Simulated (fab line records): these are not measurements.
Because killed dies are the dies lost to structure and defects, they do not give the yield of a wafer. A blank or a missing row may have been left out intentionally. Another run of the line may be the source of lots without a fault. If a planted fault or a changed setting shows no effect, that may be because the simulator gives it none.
Matching of chambers | flow n5-finfet | N5_BEOL_M10_DESCUM_16 on rie-diel-02: 4 sister chambers
The step chemistry O2, time 7.9 s. 4 wafers are shown with their chamber, then 8 later ones without.

WAFERS PAIRED WITH THEIR CHAMBERS
wafer  | chamber | showerhead-plenum-p-Torr (Torr)
L081.5 | 0       | 2.22
L082.3 | 3       | 2.21
L082.6 | 2       | 2.09
L083.1 | 1       | 2.04

WAFERS WHOSE CHAMBER IS MISSING
wafer  | showerhead-plenum-p-Torr (Torr)
L083.2 | 2.22
L083.4 | 2.21
L091.2 | 2.04
L091.5 | 2.09
L091.6 | 2.20
L097.1 | 2.04
L097.2 | 2.09
L097.5 | 2.09

WHICH CHAMBER EACH ONE RAN IN
wafer  | from the rows above | in truth
L083.2 | 0                   | 0
L083.4 | 3                   | 3
L091.2 | 1                   | 1
L091.5 | 2                   | 2
L091.6 | 3                   | 3
L097.1 | 1                   | 1
L097.2 | 2                   | 2
L097.5 | 2                   | 2
Correctly placed: 8 of 8. Number that these rows cannot place: 0. Number placed wrongly: 0.
How it was worked out, from the rows above alone: a wafer's distance from a chamber is the root of the sum, over the readings, of the square of ((its reading less the chamber's mean) divided by the reading's scatter). If the next closest chamber is less than 2 further off than the closest, the wafer can't be placed; otherwise it belongs to the closest. The mean given for a chamber averages the wafers shown for that chamber. The scatter (one wafer shown for each chamber): square how far every hidden wafer sits from the nearest shown wafer, average those squares and take the square root.
